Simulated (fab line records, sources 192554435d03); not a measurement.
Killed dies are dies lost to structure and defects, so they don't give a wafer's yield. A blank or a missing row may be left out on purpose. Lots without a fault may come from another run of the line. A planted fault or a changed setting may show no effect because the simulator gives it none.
Which tool did it? | flow n5_finfet | 12 lots, 36 wafers sampled, at 4 steps of a route of 1938

WHAT THE GAUGES READ, wafer by wafer
N5_BEOL_M4_INSPECT_59: inspects for defects (darkfield).
lot  | measured     | on                | raw_defect_count
L309 | day 8 01:29  | defect_inspect-01 | 92 79 115
L312 | day 8 13:52  | defect_inspect-01 | 91 44 52
L311 | day 8 17:43  | defect_inspect-01 | 119 110 207
L310 | day 8 23:59  | defect_inspect-01 | 75 55 48
L317 | day 9 20:13  | defect_inspect-01 | 81 87 142
L318 | day 10 05:54 | defect_inspect-02 | 68 53 62
L319 | day 11 08:35 | defect_inspect-02 | 62 65 53
L323 | day 11 09:41 | defect_inspect-02 | 50 62 44
L327 | day 12 15:05 | defect_inspect-02 | 114 39 55
L329 | day 13 00:58 | defect_inspect-02 | 130 68 78
L330 | day 13 05:01 | defect_inspect-02 | 78 90 53
L332 | day 13 23:50 | defect_inspect-02 | 53 86 59

N5_BEOL_M5_INSPECT_13: inspects for defects (brightfield).
lot  | measured     | on                | raw_defect_count
L309 | day 8 05:36  | defect_inspect-02 | 518 458 677
L312 | day 8 16:45  | defect_inspect-02 | 347 484 330
L311 | day 8 20:43  | defect_inspect-02 | 389 456 555
L310 | day 9 02:19  | defect_inspect-01 | 397 491 413
L317 | day 9 22:27  | defect_inspect-02 | 411 556 610
L318 | day 10 08:32 | defect_inspect-01 | 521 335 456
L319 | day 11 12:25 | defect_inspect-01 | 400 340 424
L323 | day 11 12:48 | defect_inspect-02 | 287 363 264
L327 | day 12 18:41 | defect_inspect-01 | 531 253 471
L329 | day 13 03:53 | defect_inspect-02 | 532 495 417
L330 | day 13 08:00 | defect_inspect-02 | 414 449 471
L332 | day 14 03:11 | defect_inspect-01 | 478 396 420

WHICH TOOL RAN EACH LOT (tool, then ch and the chambers of the sampled wafers, then the start)
lot  | N5_BEOL_M4_SPUTTER_94        | N5_BEOL_M5_COAT_05
L309 | pvd_sputter-03, day 7 23:48  | litho_track-03 ch 0, day 8 05:16
L312 | pvd_sputter-01, day 8 12:33  | litho_track-04 ch 0, day 8 16:24
L311 | pvd_sputter-03, day 8 16:25  | litho_track-03 ch 0, day 8 20:14
L310 | pvd_sputter-03, day 8 22:40  | litho_track-03 ch 0, day 9 01:51
L317 | pvd_sputter-01, day 9 18:55  | litho_track-04 ch 0, day 9 22:07
L318 | pvd_sputter-02, day 10 04:36 | litho_track-01 ch 0, day 10 08:04
L319 | pvd_sputter-03, day 11 07:11 | litho_track-01 ch 0, day 11 11:56
L323 | pvd_sputter-01, day 11 08:20 | litho_track-03 ch 0, day 11 12:16
L327 | pvd_sputter-02, day 12 13:46 | litho_track-04 ch 0, day 12 18:13
L329 | pvd_sputter-02, day 12 23:40 | litho_track-03 ch 0, day 13 03:32
L330 | pvd_sputter-03, day 13 03:31 | litho_track-03 ch 0, day 13 07:32
L332 | pvd_sputter-03, day 13 22:29 | litho_track-01 ch 0, day 14 01:46
- N5_BEOL_M4_SPUTTER_94: material Cu, target thk 4.5 nm, time 8.29 s.
- N5_BEOL_M5_COAT_05: resist thk 30 nm.

WHAT THE TOOLS THEMSELVES READ (means of the sampled wafers that have a number; where no wafer has one, the mark that the record gives instead)
N5_BEOL_M4_SPUTTER_94.
lot  | tool           | chuck_gas_flow_sccm (sccm) | throttle_valve_pct (%)
L309 | pvd_sputter-03 | 1.25                       | 29.6
L312 | pvd_sputter-01 | 1.25                       | 30.0
L311 | pvd_sputter-03 | 1.19                       | 30.6
L310 | pvd_sputter-03 | 1.25                       | 29.1
L317 | pvd_sputter-01 | 1.28                       | 29.4
L318 | pvd_sputter-02 | 1.18                       | 29.9
L319 | pvd_sputter-03 | 1.22                       | 29.3
L323 | pvd_sputter-01 | 1.34                       | 30.1
L327 | pvd_sputter-02 | 1.25                       | 30.0
L329 | pvd_sputter-02 | 1.20                       | 30.1
L330 | pvd_sputter-03 | 1.28                       | 29.7
L332 | pvd_sputter-03 | 1.27                       | 29.7

N5_BEOL_M5_COAT_05.
lot  | tool           | dispense_pressure_kPa (kPa) | spin_speed_rpm (rpm)
L309 | litho_track-03 | 54.6                        | 1499.0
L312 | litho_track-04 | 51.1                        | 1501.0
L311 | litho_track-03 | 54.6                        | 1500.2
L310 | litho_track-03 | 54.6                        | 1500.6
L317 | litho_track-04 | 51.0                        | 1499.4
L318 | litho_track-01 | 49.4                        | 1555.0
L319 | litho_track-01 | 49.4                        | 1554.7
L323 | litho_track-03 | 54.6                        | 1500.0
L327 | litho_track-04 | 51.0                        | 1500.1
L329 | litho_track-03 | 54.6                        | 1499.6
L330 | litho_track-03 | 54.6                        | 1499.3
L332 | litho_track-01 | 49.3                        | 1499.6

THE ANSWER, worked out from the rows above alone
Rule: what is usual is taken from the lots themselves. Put in order of their means at a reading, lots are off if they are a third of the lots or fewer, leave a main group of 4 or more, and stand apart from it by a gap of 3 or more times the standard deviation of the main group's means; of several such gaps the widest counts. A main group whose means are all the same, to the digits that the tables above print for the reading, isn't used. A lot without any number at a reading at which 4 lots or more have one is off too. The other lots that the step has rows for count as sound. The gauges are gone through in route order, then the tools' own readings, and for those a lot's mean is taken as printed above. The first step at which some lot is off is used, and at that step the reading that is off furthest; a lot without a number counts as furthest.
Off: L318, L319, at N5_BEOL_M5_COAT_05 (spin_speed_rpm). The main group: mean 1499.9 rpm, standard deviation 0.59.
A tool fits if, at that step or a process step before it, it ran every lot that is off, and no sound lot after the first of them. None of those tried fits.

WHAT THE SIMULATOR HAD PUT IN
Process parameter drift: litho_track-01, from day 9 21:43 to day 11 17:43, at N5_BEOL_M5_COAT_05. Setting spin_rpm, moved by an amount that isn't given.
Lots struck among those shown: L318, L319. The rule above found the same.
